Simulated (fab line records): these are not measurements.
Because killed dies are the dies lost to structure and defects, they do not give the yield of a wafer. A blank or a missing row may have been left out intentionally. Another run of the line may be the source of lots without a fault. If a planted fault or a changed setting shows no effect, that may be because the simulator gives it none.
8D (eight disciplines) problem report, filled in by code + flow nand harc + the parts of the form that need people (team, actions taken, sign-off) are left out

== 1. WHAT IS WRONG ==
Wafers without a fault read 54, standard deviation 21; killed at array at NHARC_END_SORT_01 reads a mean of 670 on 4 wafers belonging to 3 lots. Relative to the usual mean, that is a shift of +29 standard deviations.
The first sign was on wafer L654.1 at day 30 09:28, on prober-02. The record holds 6 wafers of 3 lots with a number at this step. Rule for "out" (also "out of limits"): further than 4 standard deviations from the usual mean. All remaining wafers that have a number are taken as sound.

== 2. WHAT IT IS AND WHAT IT IS NOT ==
| question                    | is                             | is not                                                                   |
|-----------------------------|--------------------------------|--------------------------------------------------------------------------|
| which readings at this step | killed at array, killed dies   | killed at other, killed open, killed short                               |
| which lots                  | L654, L655, L657               | -                                                                        |
| which wafers of those lots  | L654.1, L655.2, L657.1, L657.2 | L654.3, L655.3                                                           |
| read on which gauges        | prober-01, prober-02           | -                                                                        |
| when                        | from day 30 09:28              | up to then (0 sound wafers); but 2 sound wafers of L654, L655 came after |

== 3. THE SUSPECTS, EACH WITH WHAT RULES IT OUT ==
Counting: any tool at a process step up to the reading remains a suspect provided it ran every lot that is out. Sound lots after the first of them don't rule it out here, since some wafers of a struck lot are sound.
- the gauge at NHARC_END_SORT_01 is ruled out. The wafers that are out were read on 2 gauges (prober-01, prober-02).
- rie diel-03 at NHARC_A_STAIRCASE_ETCH_188 (etches the open film in C4F8/O2, target depth 100 nm, time 40.5 s): kept. It ran every lot that is out, first L654 (day 21 22:33). On those wafers its own readings are out: oes product au.
Remaining after the count: rie diel-03 at NHARC_A_STAIRCASE_ETCH_188.

== 4. THE CAUSE (what the simulator had put in) ==
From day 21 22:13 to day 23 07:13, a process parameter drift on rie diel-03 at NHARC_A_STAIRCASE_ETCH_188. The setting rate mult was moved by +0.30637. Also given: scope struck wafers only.
Counting left only this tool.

== 5. THE EFFECT CHAIN, in route order ==
Rows list readings where the struck wafers' mean (over those with a number) sits beyond 3 standard deviations from the usual. Readings are gone through only where the record gives a usual standard deviation; hours: the median, over the lots, of the time from a lot's start at the first step in this table giving one to that lot's start at this step; sigmas: the change measured in usual standard deviations.
| hours | step                       | reading         | usual      | on struck wafers | change | sigmas |
|-------|----------------------------|-----------------|------------|------------------|--------|--------|
| 0     | NHARC_A_STAIRCASE_ETCH_188 | oes product au  | 0.940 a.u. | 1.119            | +0.179 | +12    |
| 207   | NHARC_END_SORT_01          | killed at array | 54         | 670              | +616   | +29    |
| 207   | NHARC_END_SORT_01          | killed dies     | 58         | 676              | +618   | +29    |
Its process steps:
- NHARC_A_STAIRCASE_ETCH_188: etches the open film in C4F8/O2, target depth 100 nm, time 40.5 s.

== 6. WHAT WOULD HAVE CAUGHT IT SOONER ==
In this record the first reading out of limits at a measuring or inspecting step was taken at day 30 09:28, 203 hours after the fault began at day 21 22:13.
The tool's own readings at NHARC_A_STAIRCASE_ETCH_188 were out on every struck wafer that the step has a row for (oes product au): an alarm limit on them would have fired on the first of those.
By day 30 09:28 the whole set of lots that are out, 3 in number, had already begun NHARC_A_STAIRCASE_ETCH_188 on rie diel-03. Holding the tool at that point would not have protected any of them.
